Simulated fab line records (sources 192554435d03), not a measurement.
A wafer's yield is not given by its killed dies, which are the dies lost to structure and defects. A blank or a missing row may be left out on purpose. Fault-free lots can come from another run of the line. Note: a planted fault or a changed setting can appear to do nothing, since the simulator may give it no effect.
Which tool is to blame?	flow n5_finfet	12 lots with 34 wafers sampled at 4 steps, on a route of 1938 steps

WHAT EACH GAUGE READ, for each wafer
N5_BEOL_M6_THK_MEAS_53: measures by xrf. Usual: M6_THK gives 79.4 nm (standard deviation 1.9).
lot	measured	on	M6_THK (nm)	flag
L721	day 8 17:48	film_metro-01	79.8 78.3 81.5	
L723	day 9 10:59	film_metro-02	78.5 78.5 77.4	
L727	day 10 13:58	film_metro-01	81.2 75.7 79.0	
L725	day 10 14:25	film_metro-02	77.5 81.3 79.2	
L728	day 10 19:07	film_metro-02	78.1 80.4 76.8	
L729	day 10 21:33	film_metro-02	78.7 79.2 81.4	
L732	day 11 14:51	film_metro-01	80.4 79.5 81.9	
L731	day 11 18:52	film_metro-01	77.9 78.7 77.9	
L737	day 12 19:12	film_metro-02	77.0 75.5	
L738	day 13 04:23	film_metro-01	81.0 78.3 78.2	
L736	day 13 12:04	film_metro-01	81.4 81.2	
L743	day 14 17:40	film_metro-01	78.3 78.9 80.6	

WHAT TOOL EACH LOT RAN ON (gives the tool, then ch and the chambers of the sampled wafers, and finally the start)
lot	N5_BEOL_M6_STRIP_36	N5_BEOL_M6_PRE_CLEAN_45	N5_BEOL_M6_CVD_78
L721	rie_diel-05 ch 0,2,3, day 8 14:18	pvd_sputter-01, day 8 15:29	cvd_co-02 ch 0,1, day 8 16:15
L723	rie_diel-01 ch 0,1, day 9 07:53	pvd_sputter-03, day 9 08:43	cvd_co-02 ch 0,2, day 9 09:26
L727	rie_diel-02 ch 0,2, day 10 10:52	pvd_sputter-01, day 10 12:00	cvd_co-01 ch 0,1,2, day 10 12:38
L725	rie_diel-01 ch 0,2,3, day 10 11:16	pvd_sputter-02, day 10 12:22	cvd_co-01 ch 0,1,2, day 10 12:51
L728	rie_diel-01 ch 0,2,3, day 10 15:25	pvd_sputter-02, day 10 17:15	cvd_co-01 ch 0,2, day 10 17:49
L729	rie_diel-05 ch 1,2, day 10 18:05	pvd_sputter-01, day 10 18:50	cvd_co-02 ch 0,2, day 10 19:28
L732	rie_diel-05 ch 0,1,2, day 11 11:52	pvd_sputter-01, day 11 12:45	cvd_co-02 ch 0,1,2, day 11 13:26
L731	rie_diel-01 ch 0,3, day 11 15:58	pvd_sputter-03, day 11 17:05	cvd_co-02 ch 0,1, day 11 17:34
L737	rie_diel-02 ch 1,3, day 12 15:45	pvd_sputter-01, day 12 17:46	cvd_co-02 ch 1,2, day 12 18:14
L738	rie_diel-05 ch 1,2,3, day 13 01:08	pvd_sputter-01, day 13 01:55	cvd_co-02 ch 0,1, day 13 02:38
L736	rie_diel-01 ch 1, day 13 09:02	pvd_sputter-02, day 13 10:01	cvd_co-02 ch 0,1, day 13 10:29
L743	rie_diel-02 ch 0,1,3, day 14 14:31	pvd_sputter-03, day 14 15:40	cvd_co-01 ch 0,1,2, day 14 16:16
- N5_BEOL_M6_STRIP_36: strips in N2/H2.
- N5_BEOL_M6_PRE_CLEAN_45: time 30 s.
- N5_BEOL_M6_CVD_78: deposits Co from CCTBA/H2, target thk 2 nm, time 142.3 s.

AS READ BY THE TOOLS THEMSELVES (means over the sampled wafers that have a number; for cases with no such wafer, the mark the record gives instead)
N5_BEOL_M6_STRIP_36. Usual: drypump_motor_current_A 5.7 A, standard deviation 0.51; oes_product_au 0.80 a.u., standard deviation 0.1; rf_vpp_V 59.1 V, standard deviation 1.5; showerhead_plenum_p_Torr 2.485 Torr, standard deviation 0.03; throttle_valve_pct 23.58 %, standard deviation 0.29.
lot	tool	drypump_motor_current_A (A)	oes_product_au (a.u.)	rf_vpp_V (V)	showerhead_plenum_p_Torr (Torr)	throttle_valve_pct (%)	flag
L721	rie_diel-05	5.3	0.71	59.2	2.481	23.77	
L723	rie_diel-01	6.3	0.79	60.3	2.488	23.37	
L727	rie_diel-02	5.8	0.74	58.4	2.498	23.90	
L725	rie_diel-01	5.7	0.82	59.3	2.493	23.56	
L728	rie_diel-01	5.7	0.83	58.5	2.493	23.55	
L729	rie_diel-05	5.7	0.86	59.8	2.459	23.36	
L732	rie_diel-05	5.4	0.86	58.1	2.465	23.42	
L731	rie_diel-01	5.4	0.75	58.6	2.495	23.72	
L737	rie_diel-02	6.1	0.72	61.7	2.535	23.52	
L738	rie_diel-05	5.6	0.86	59.6	2.458	23.57	
L736	rie_diel-01	5.7	0.94	59.2	2.487	23.47	
L743	rie_diel-02	5.9	0.71	58.3	2.495	23.54	

N5_BEOL_M6_PRE_CLEAN_45. Usual: heater_power_w at 333 W, with a standard deviation of 43.
lot	tool	heater_power_w (W)	flag
L721	pvd_sputter-01	366	
L723	pvd_sputter-03	367	
L727	pvd_sputter-01	328	
L725	pvd_sputter-02	323	
L728	pvd_sputter-02	322	
L729	pvd_sputter-01	281	
L732	pvd_sputter-01	310	
L731	pvd_sputter-03	333	
L737	pvd_sputter-01	300	
L738	pvd_sputter-01	333	
L736	pvd_sputter-02	293	
L743	pvd_sputter-03	334	

N5_BEOL_M6_CVD_78. Usual: run_length_s at 165.3 s, with a standard deviation of 0.35.
lot	tool	run_length_s (s)	flag
L721	cvd_co-02	165.1	
L723	cvd_co-02	165.0	
L727	cvd_co-01	165.4	
L725	cvd_co-01	165.6	
L728	cvd_co-01	165.8	
L729	cvd_co-02	165.3	
L732	cvd_co-02	165.1	
L731	cvd_co-02	165.1	
L737	cvd_co-02	150.0	OFF
L738	cvd_co-02	155.0	OFF
L736	cvd_co-02	150.0	OFF
L743	cvd_co-01	165.4	

THE ANSWER, worked out from the rows above alone
Rule: a lot counts as off when the mean over its wafers that have a number is more than 3 standard deviations away from the usual mean. Also off: a lot with no number at a reading for which 4 or more lots have one. All remaining lots with rows at the step are treated as sound. The gauges are gone through in route order, then the tools' own readings, and for those a lot's mean is taken as printed above. At the first step where some lot is off, the reading lying furthest off is the one used; lots without a number count as furthest.
Off: L737, L738, L736 (N5_BEOL_M6_CVD_78, run_length_s).
If a tool, at that step or one of the process steps before it, ran each lot that is off and ran no sound lot following the first of them, it fits. One candidate fits, namely cvd_co-02 at N5_BEOL_M6_CVD_78. Its last sound lot is L731 (day 11 17:34), its first lot that is off L737 (day 12 18:14): a fault that began between those two fits.
The tool's own readings at N5_BEOL_M6_CVD_78 bear it out: on the lots that are off they differ by more than 5 times the standard deviation of the sound lots' means. run_length_s reads 151.7 s there against 165.3 s on the sound lots.

WHAT THE SIMULATOR HAD INSERTED
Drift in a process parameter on cvd_co-02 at N5_BEOL_M6_CVD_78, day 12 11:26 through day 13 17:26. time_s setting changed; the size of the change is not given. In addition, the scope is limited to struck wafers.
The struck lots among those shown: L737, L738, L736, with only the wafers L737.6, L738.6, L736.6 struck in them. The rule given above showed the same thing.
